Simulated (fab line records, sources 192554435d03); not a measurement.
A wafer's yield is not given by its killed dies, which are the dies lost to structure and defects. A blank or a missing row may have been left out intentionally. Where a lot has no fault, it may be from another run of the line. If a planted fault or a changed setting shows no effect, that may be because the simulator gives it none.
Matching of chambers -- flow n5 finfet -- N5_BEOL_M1_ETCH_74 on rie diel-01 has 4 sister chambers
The step etches underlayer in N2/H2, target depth 6.5 nm, time 5.2 s. 18 wafers are shown with their chamber, then 9 later ones without.

== WAFERS PAIRED WITH THEIR CHAMBERS ==
wafer,chamber,showerhead plenum p Torr (Torr),throttle valve pct (%),etch rf on time s (s)
L074.3,0,2.53,18.13,5.35
L074.5,1,2.59,18.11,5.06
L074.6,3,2.59,18.47,5.11
L076.1,0,2.53,18.15,5.36
L076.4,1,2.59,18.12,5.09
L076.6,0,2.53,18.13,5.38
L081.2,0,2.53,18.12,5.44
L081.4,3,2.59,18.49,5.17
L081.6,3,2.58,18.50,5.21
L084.1,2,2.64,18.04,5.37
L084.2,0,2.53,18.16,5.32
L084.5,2,2.64,18.02,5.35
L090.2,1,2.58,17.68,5.16
L090.3,2,2.64,18.07,5.37
L090.5,1,2.58,17.67,5.19
L091.3,2,2.64,18.05,5.38
L091.4,1,2.58,17.68,5.20
L091.6,0,2.52,18.18,5.39

SIGNATURES (means of the wafers above)
reading,chamber 0,chamber 1,chamber 2,chamber 3,scatter within a chamber
showerhead plenum p Torr,2.5283,2.5840,2.6400,2.5867,0.00439
throttle valve pct,18.1450,17.8520,18.0450,18.4867,0.13
etch rf on time s,5.3733,5.1400,5.3675,5.1633,0.0457
Rule: for a wafer and a chamber, the distance is found by dividing, reading by reading, the gap between the wafer's reading and the chamber's mean by the reading's scatter, squaring, summing and taking the root. The wafer belongs to the nearest chamber; if the next one is less than 2 further off, it can't be placed. The scatter: the root of (the sum of the squares of (reading less its chamber's mean) over the shown wafers, divided by (wafers less chambers)).

== WAFERS WHOSE CHAMBER IS MISSING ==
wafer,showerhead plenum p Torr (Torr),throttle valve pct (%),etch rf on time s (s)
L093.1,2.57,17.70,5.20
L093.4,2.63,18.06,5.34
L093.6,2.63,18.04,5.40
L092.2,2.57,17.69,5.16
L092.4,2.58,18.53,5.24
L092.6,2.57,17.70,5.15
L097.2,2.57,18.55,5.25
L097.4,2.57,17.72,5.09
L097.5,2.57,18.56,5.25

== WHICH CHAMBER EACH ONE RAN IN ==
wafer,from the rows above,in truth
L093.1,1,1
L093.4,2,2
L093.6,2,2
L092.2,1,1
L092.4,3,3
L092.6,1,1
L097.2,3,3
L097.4,1,1
L097.5,3,3
9 of 9 placed correctly. Not placeable from these rows: 0. 0 placed wrongly.
